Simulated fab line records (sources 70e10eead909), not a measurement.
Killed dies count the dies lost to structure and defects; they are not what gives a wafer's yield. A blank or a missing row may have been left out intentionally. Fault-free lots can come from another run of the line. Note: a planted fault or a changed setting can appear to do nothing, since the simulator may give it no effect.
Which tool was responsible?    flow nand harc    14 lots with 42 wafers sampled at 4 steps, on a route of 1302 steps

## WHAT THE GAUGES SHOWED, per wafer
The record lacks any reading of a measuring or inspecting step that a usual standard deviation could be used to judge.

## WHAT TOOL EACH LOT RAN ON (gives the tool, then ch and the chambers of the sampled wafers, and finally the start)
lot   NHARC_A_STAIRCASE_STRIP_476         NHARC_A_STAIRCASE_DEP_417        NHARC_A_STAIRCASE_EXPOSE_438       NHARC_A_STAIRCASE_ETCH_444
L256  rie diel-02 ch 0,2,3, day 17 10:10  pecvd-02 ch 0,2, day 17 10:16    krf scanner-04 ch 0, day 19 06:13  rie diel-12 ch 0,2,3, day 19 07:08
L257  rie diel-04 ch 1,2,3, day 18 07:23  pecvd-03 ch 0,1, day 18 07:32    krf scanner-04 ch 0, day 19 20:46  rie diel-04 ch 0,3, day 19 21:26
L259  rie diel-04 ch 1,2, day 18 14:12    pecvd-02 ch 0,1, day 18 14:17    krf scanner-04 ch 0, day 20 03:15  rie diel-04 ch 0,2, day 20 04:10
L260  rie diel-04 ch 0,2,3, day 18 19:04  pecvd-02 ch 0,2, day 18 19:15    krf scanner-01 ch 0, day 20 12:01  rie diel-12 ch 0,2,3, day 20 13:24
L262  rie diel-12 ch 1,2,3, day 20 04:08  pecvd-01 ch 0,1, day 20 04:16    krf scanner-04 ch 0, day 21 19:35  rie diel-12 ch 0,1, day 21 21:18
L264  rie diel-02 ch 0,2,3, day 20 10:28  pecvd-01 ch 0,1,2, day 20 10:34  krf scanner-04, day 22 02:58       rie diel-02 ch 0,1,2, day 22 03:26
L263  rie diel-02 ch 0,1, day 20 14:10    pecvd-03 ch 0,1, day 20 14:19    krf scanner-01 ch 0, day 22 02:49  rie diel-12 ch 0,1,3, day 22 03:55
L265  rie diel-12 ch 1,2,3, day 21 05:17  pecvd-01 ch 0,2, day 21 05:22    krf scanner-03, day 22 20:26       rie diel-12 ch 1,2,3, day 22 21:50
L267  rie diel-02 ch 0,1, day 22 09:50    pecvd-03 ch 0,1, day 22 09:56    krf scanner-03 ch 0, day 23 19:23  rie diel-02 ch 0,3, day 23 19:50
L269  rie diel-12 ch 1,2,3, day 23 14:16  pecvd-03 ch 0,1, day 23 14:29    krf scanner-01 ch 0, day 24 22:38  rie diel-04 ch 1,2,3, day 25 00:01
L274  rie diel-02 ch 0,2,3, day 24 15:34  pecvd-01 ch 0,1,2, day 24 15:42  krf scanner-01 ch 0, day 26 08:36  rie diel-04 ch 1,2,3, day 26 09:03
L275  rie diel-12 ch 0,1,3, day 25 06:20  pecvd-01 ch 0,1,2, day 25 06:33  krf scanner-01 ch 0, day 26 19:31  rie diel-02 ch 1,2,3, day 26 21:23
L277  rie diel-02 ch 0,1,2, day 26 05:55  pecvd-02 ch 0,1,2, day 26 05:59  krf scanner-04 ch 0, day 27 20:43  rie diel-04 ch 1,2, day 27 21:10
L278  rie diel-02 ch 1,3, day 27 06:30    pecvd-03 ch 0,2, day 27 06:38    krf scanner-04 ch 0, day 28 18:38  rie diel-12 ch 0,1,2, day 28 19:08
- NHARC_A_STAIRCASE_STRIP_476: strips in O2, time 20 s.
- NHARC_A_STAIRCASE_DEP_417: deposits Si3N4, target thk 60 nm.
- NHARC_A_STAIRCASE_EXPOSE_438: exposes mask STAIR REV.
- NHARC_A_STAIRCASE_ETCH_444: etches the open film in C4F8/O2, target depth 20400 nm, time 6800 s.

## AS READ BY THE TOOLS THEMSELVES (means over the sampled wafers that have a number; for cases with no such wafer, the mark the record gives instead)
NHARC_A_STAIRCASE_STRIP_476. Usual: chamber pressure mTorr 59.99 mTorr, standard deviation 0.051; drypump motor current A 5.9 A, standard deviation 0.49; oes product au 1.001 a.u., standard deviation 0.011; rf vpp V 58.0 V, standard deviation 0.98; showerhead plenum p Torr 3.62 Torr, standard deviation 0.13; throttle valve pct 17.037 %, standard deviation 0.01.
lot   tool         chamber pressure mTorr (mTorr)  drypump motor current A (A)  oes product au (a.u.)  rf vpp V (V)  showerhead plenum p Torr (Torr)  throttle valve pct (%)  flag
L256  rie diel-02  59.97                           5.9                          0.998                  57.4          3.61                             17.040                  
L257  rie diel-04  59.94                           6.1                          0.997                  57.5          3.77                             17.040                  
L259  rie diel-04  59.97                           6.2                          0.998                  58.9          3.79                             17.034                  
L260  rie diel-04  60.05                           5.9                          1.004                  58.5          3.66                             17.037                  
L262  rie diel-12  59.99                           6.0                          1.003                  58.1          3.55                             17.042                  
L264  rie diel-02  59.98                           5.9                          0.996                  57.2          3.60                             17.046                  
L263  rie diel-02  60.04                           6.2                          0.997                  57.6          3.59                             17.039                  
L265  rie diel-12  59.98                           6.0                          1.005                  58.0          3.55                             17.032                  
L267  rie diel-02  60.03                           6.1                          0.996                  57.9          3.58                             17.025                  
L269  rie diel-12  60.01                           6.0                          1.004                  58.1          3.54                             17.044                  
L274  rie diel-02  60.01                           5.9                          0.990                  57.4          3.58                             17.035                  
L275  rie diel-12  60.00                           6.1                          1.010                  57.3          3.67                             17.035                  
L277  rie diel-02  60.04                           5.7                          0.996                  58.1          3.54                             17.035                  
L278  rie diel-02  60.03                           5.3                          0.991                  58.5          3.53                             17.031                  

NHARC_A_STAIRCASE_DEP_417. Usual: heater power w 774 W, standard deviation 100; rf fwd power W 449.1 W, standard deviation 1.4.
lot   tool      heater power w (W)  rf fwd power W (W)  flag
L256  pecvd-02  859                 449.1               
L257  pecvd-03  783                 449.1               
L259  pecvd-02  811                 448.1               
L260  pecvd-02  810                 447.9               
L262  pecvd-01  858                 449.5               
L264  pecvd-01  771                 450.0               
L263  pecvd-03  785                 450.2               
L265  pecvd-01  704                 448.9               
L267  pecvd-03  742                 447.0               
L269  pecvd-03  746                 449.0               
L274  pecvd-01  750                 449.4               
L275  pecvd-01  801                 448.7               
L277  pecvd-02  810                 448.6               
L278  pecvd-03  755                 450.8               

NHARC_A_STAIRCASE_EXPOSE_438. Usual: exposure dose mJ cm2 28.97, standard deviation 0.03; focus offset nm -0.1 nm, standard deviation 0.54.
lot   tool            exposure dose mJ cm2  focus offset nm (nm)  flag
L256  krf scanner-04  28.94                 -0.3                  
L257  krf scanner-04  28.97                 0.2                   
L259  krf scanner-04  29.00                 -0.8                  
L260  krf scanner-01  28.95                 0.0                   
L262  krf scanner-04  28.96                 0.4                   
L264  krf scanner-04  -                     -                     OFF
L263  krf scanner-01  28.96                 -0.5                  
L265  krf scanner-03  -                     -                     OFF
L267  krf scanner-03  28.98                 -0.1                  
L269  krf scanner-01  28.96                 -0.4                  
L274  krf scanner-01  28.97                 -0.0                  
L275  krf scanner-01  28.93                 -0.6                  
L277  krf scanner-04  28.92                 0.7                   
L278  krf scanner-04  28.94                 0.1                   

NHARC_A_STAIRCASE_ETCH_444. Usual: chamber pressure mTorr 24.999 mTorr, standard deviation 0.023; oes product au 0.936 a.u., standard deviation 0.018; rf fwd power W 599.9 W, standard deviation 1.8; rf vpp V 810 V, standard deviation 4.3.
lot   tool         chamber pressure mTorr (mTorr)  oes product au (a.u.)  rf fwd power W (W)  rf vpp V (V)  flag
L256  rie diel-12  24.997                          0.927                  600.0               803           
L257  rie diel-04  24.982                          0.929                  599.5               807           
L259  rie diel-04  25.002                          0.928                  599.0               811           
L260  rie diel-12  25.009                          0.977                  600.5               809           
L262  rie diel-12  25.011                          0.927                  597.9               811           
L264  rie diel-02  25.033                          0.926                  598.8               808           
L263  rie diel-12  24.997                          0.927                  599.4               812           
L265  rie diel-12  25.012                          0.938                  601.4               809           
L267  rie diel-02  25.002                          0.929                  598.7               810           
L269  rie diel-04  25.013                          0.963                  600.1               814           
L274  rie diel-04  24.986                          0.962                  599.4               813           
L275  rie diel-02  24.992                          0.972                  599.4               807           
L277  rie diel-04  24.992                          0.917                  599.9               815           
L278  rie diel-12  25.012                          0.950                  600.8               808           

## THE ANSWER, worked out from the rows above alone
Rule: take the mean of a lot's wafers that have a number; if it is more than 3 standard deviations from the usual mean, the lot is off. Also off: a lot with no number at a reading for which 4 or more lots have one. The other lots that the step has rows for count as sound. Order of review: gauges by route order, followed by the tools' own readings, for which a lot's mean as printed above is used. The first step at which some lot is off is used, and at that step the reading that is off furthest; a lot without a number counts as furthest.
Off: L264, L265 (NHARC_A_STAIRCASE_EXPOSE_438, exposure dose mJ cm2). Without a number there: L264, L265.
A tool fits if, at that step or a process step before it, it ran every lot that is off, and no sound lot after the first of them. None of those tried fits.

## WHAT WAS PUT IN BY THE SIMULATOR
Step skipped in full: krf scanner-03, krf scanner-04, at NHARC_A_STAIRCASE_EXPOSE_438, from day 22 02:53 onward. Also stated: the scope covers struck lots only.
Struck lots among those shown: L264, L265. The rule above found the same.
